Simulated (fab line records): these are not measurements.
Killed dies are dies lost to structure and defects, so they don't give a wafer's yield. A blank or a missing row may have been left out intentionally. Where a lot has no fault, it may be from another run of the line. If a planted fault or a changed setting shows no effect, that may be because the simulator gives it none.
Lot-split experiment	flow n5 finfet	7 lots, 21 wafers read, on a route of 1938 steps

## ON THE SPLIT
At N5_BEOL_M11_DESCUM_16 (chemistry O2, time 7.9 s), the setting time s was moved away from the recipe's 7.9 s on 9 of the 21 wafers read, by -16.8% to +16.1%. For the rest of the wafers, this setting stayed at what the recipe calls for.

Between the split and the reading, the file records no step.

## THE READING
CAR-ArF_of_BEOL_M11_COAT_05.thk nm (the simulator's own value, which no gauge read), in nm, at N5_BEOL_M11_ETCH_61 (etches SiARC in CF4, target depth 39 nm, time 65 s). The file does not state a usual value for it. Across the 12 wafers here that went through the recipe, the average is 55.8 nm and the standard deviation 0.23 nm.

wafer	tool, chamber at the split	time s as run, s	against the recipe	CAR-ArF_of_BEOL_M11_COAT_05.thk nm, nm	against lot-mates on the recipe
L076.3	rie diel-03, 0	7.9	recipe	55.6	-
L076.4	rie diel-03, 2	8.466	+7.2%	55.4	-0.2
L076.6	rie diel-03, 0	8.466	+7.2%	55.2	-0.4
L077.1	rie diel-03, 1	7.015	-11.2%	56	+0.6
L077.2	rie diel-03, 0	7.015	-11.2%	55.8	+0.4
L077.5	rie diel-03, 2	7.9	recipe	55.4	-
L085.1	rie diel-06, 2,3	9.155	+15.9%	55.2	-0.6
L085.4	rie diel-06, 2,3	9.155	+15.9%	55	-0.8
L085.5	rie diel-06, 3	7.9	recipe	55.8	-
L088.1	rie diel-03, 2	6.572	-16.8%	56.2	+0.6
L088.4	rie diel-03, 1	7.9	recipe	55.6	-
L088.5	rie diel-03, 1	7.9	recipe	55.6	-
L093.1	rie diel-05, 2	7.9	recipe	56.2	-
L093.3	rie diel-05, 1	7.9	recipe	56	-
L093.6	rie diel-05, 3	7.9	recipe	56	-
L092.1	rie diel-05, 1	9.172	+16.1%	55	-1.0
L092.2	rie diel-05, 0	7.9	recipe	56	-
L092.3	rie diel-05, 3	9.172	+16.1%	55.2	-0.8
L094.2	rie diel-05, 3	7.9	recipe	55.6	-
L094.5	rie diel-05, 0	7.9	recipe	55.8	-
L094.6	rie diel-05, 1	7.9	recipe	56	-
The file does not say which wafer passed through which chamber wherever a row lists several chambers: such a row stands for several wafers.

THE FIT
A straight line over all 21 wafers: CAR-ArF_of_BEOL_M11_COAT_05.thk nm changes by -0.0346 nm for each +1% of time s; r = -0.81; the points scatter about the line by 0.23 nm.
The same after taking each lot's own level away (the mean of its wafers on the recipe; 21 wafers): -0.0458 nm for each +1%; r = -0.96; scatter 0.12 nm.
Per that fit: largest time s move, reading shift of 0.77 nm.
The span of the lots' own levels, 55.40 to 56.07 nm, comes to 2.9 times the standard deviation stated above.
In other words, the slope is changed by the lot-to-lot level; the two fits disagree.
Check: +0.806 nm against its lot-mates is what the line predicts for one of the wafers moved furthest among these (-16.8%) when that wafer is left out of the fit. It came out at +0.6 nm against them.

## OTHER SPLITS APPLIED TO THESE WAFERS
Note: prior to the reading, these wafers also went through further splits. Each is held against what the fit with the lots' levels taken away leaves over:
other split on the same wafers	wafers away from the commonest value	r with CAR-ArF_of_BEOL_M11_COAT_05.thk nm (lot level and that fit taken away)
N5_BEOL_M10_PEB_26 peb time s	8	+0.05

## THE WHOLE CHAIN: every reading that the file lists as answering this split, in the file's order
step	what it does	reading	change (the file's fit)	r (the file's)
N5_BEOL_M11_DESCUM_16	chemistry O2, time 7.9 s	CAR-ArF_of_BEOL_M11_COAT_05.thk nm (the simulator's own value, which no gauge read)	-0.0528 nm for each +1% of the setting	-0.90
N5_BEOL_M11_ETCH_61	etches SiARC in CF4, target depth 39 nm, time 65 s	CAR-ArF_of_BEOL_M11_COAT_05.thk nm (the simulator's own value, which no gauge read)	-0.0447 nm for each +1% of the setting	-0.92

## FILE'S OWN FIT
CAR-ArF_of_BEOL_M11_COAT_05.thk nm changes by -0.0447 nm for each +1% of time s, r = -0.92.
